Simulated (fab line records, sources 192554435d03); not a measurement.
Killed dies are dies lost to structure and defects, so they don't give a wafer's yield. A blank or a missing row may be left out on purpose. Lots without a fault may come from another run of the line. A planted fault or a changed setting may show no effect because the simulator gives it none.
Split-lot experiment | flow n5_finfet | 7 lots, 21 wafers read, on a route of 1938 steps

THE SPLIT
At N5_FIN_SAQP_FIN_ETCH_36 (etches the open film in HBr/Cl2/O2, target depth 120 nm, time 50.4 s), the setting icp_w was moved away from the recipe's 800 W on 8 of the 21 wafers read, by -10.5% to +5.5%. The other wafers ran this setting at the recipe's value.

The reading is taken at the split's own step.

THE READING
FIN_SAQP.feature_depth_nm (the simulator's own value, which no gauge read), in nm, at N5_FIN_SAQP_FIN_ETCH_36 (etches the open film in HBr/Cl2/O2, target depth 120 nm, time 50.4 s). The file gives no usual value for it. The 13 wafers here that ran the recipe average 120.5 nm, standard deviation 1.4 nm.

wafer  | tool, chamber at the split | icp_w as run, W | against the recipe | FIN_SAQP.feature_depth_nm, nm | against lot-mates on the recipe
L079.2 | rie_si-03, 3               | 731.9           | -8.5%              | 115.6                         | -3.8
L079.5 | rie_si-03, 2               | 800             | recipe             | 119.4                         | -
L079.6 | rie_si-03, 3               | 731.9           | -8.5%              | 115.6                         | -3.8
L080.1 | rie_si-03, 1               | 752.7           | -5.9%              | 116                           | -5.2
L080.5 | rie_si-03, 1               | 800             | recipe             | 121.2                         | -
L080.6 | rie_si-03, 2               | 752.7           | -5.9%              | 114.8                         | -6.4
L083.1 | rie_si-05, 1               | 800             | recipe             | 119.4                         | -
L083.2 | rie_si-05, 3               | 800             | recipe             | 121.6                         | -
L083.4 | rie_si-05, 0               | 800             | recipe             | 120.4                         | -
L088.2 | rie_si-05, 2               | 800             | recipe             | 118.4                         | -
L088.3 | rie_si-05, 1               | 800             | recipe             | 119.2                         | -
L088.5 | rie_si-05, 1               | 800             | recipe             | 118.4                         | -
L092.2 | rie_si-02, 3               | 800             | recipe             | 122.2                         | -
L092.5 | rie_si-02, 3               | 800             | recipe             | 120.8                         | -
L092.6 | rie_si-02, 0               | 800             | recipe             | 122.4                         | -
L095.1 | rie_si-05, 0               | 800             | recipe             | 121.2                         | -
L095.3 | rie_si-05, 1               | 844.2           | +5.5%              | 121.4                         | +0.2
L095.6 | rie_si-05, 0               | 844.2           | +5.5%              | 123.8                         | +2.6
L097.2 | rie_si-02, 0               | 715.7           | -10.5%             | 116.8                         | -5.4
L097.3 | rie_si-02, 3               | 715.7           | -10.5%             | 115.4                         | -6.8
L097.6 | rie_si-02, 3               | 800             | recipe             | 122.2                         | -

THE FIT
A straight line over all 21 wafers: FIN_SAQP.feature_depth_nm changes by +0.504 nm for each +1% of icp_w; r = +0.85; the points scatter about the line by 1.5 nm.
The same after taking each lot's own level away (the mean of its wafers on the recipe; 21 wafers): +0.527 nm for each +1%; r = +0.90; scatter 1.2 nm.
On that fit, the largest move of icp_w shifts the reading by 5.5 nm.
The lots' own levels span 118.67 to 122.20 nm, that is 2.6 times the standard deviation above.
So the lot-to-lot level changes the slope little: the two slopes agree.
Check: with one of the wafers moved furthest among these (-10.5%) left out of the fit, the line predicts -6.09 nm for it against its lot-mates. It came out at -5.4 nm against them.

OTHER SPLITS ON THESE WAFERS
These wafers also went through other splits before the reading. Each is held against what the fit with the lots' levels taken away leaves over:
other split on the same wafers | wafers away from the commonest value | r with FIN_SAQP.feature_depth_nm (lot level and that fit taken away)
N5_WELL_APT_COAT_19 spin_rpm   | 6                                    | -0.15
N5_WELL_APT_PEB_23 peb_time_s  | 9                                    | -0.31
N5_FIN_SAQP_PECVD_48 time_s    | 7                                    | -0.38
N5_FIN_SAQP_HM_DEP_72 time_s   | 9                                    | +0.15

THE WHOLE CHAIN: every reading that the file lists as answering this split, in the file's order
step                    | what it does                                                         | reading                                                                    | change (the file's fit)               | r (the file's)
N5_FIN_SAQP_FIN_ETCH_36 | etches the open film in HBr/Cl2/O2, target depth 120 nm, time 50.4 s | etch.depth_nm (the simulator's own value, which no gauge read)             | +0.554 nm for each +1% of the setting | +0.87
N5_FIN_SAQP_FIN_ETCH_36 | etches the open film in HBr/Cl2/O2, target depth 120 nm, time 50.4 s | FIN_SAQP.feature_depth_nm (the simulator's own value, which no gauge read) | +0.557 nm for each +1% of the setting | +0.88

THE FILE'S OWN FIT
FIN_SAQP.feature_depth_nm changes by +0.557 nm for each +1% of icp_w, r = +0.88.
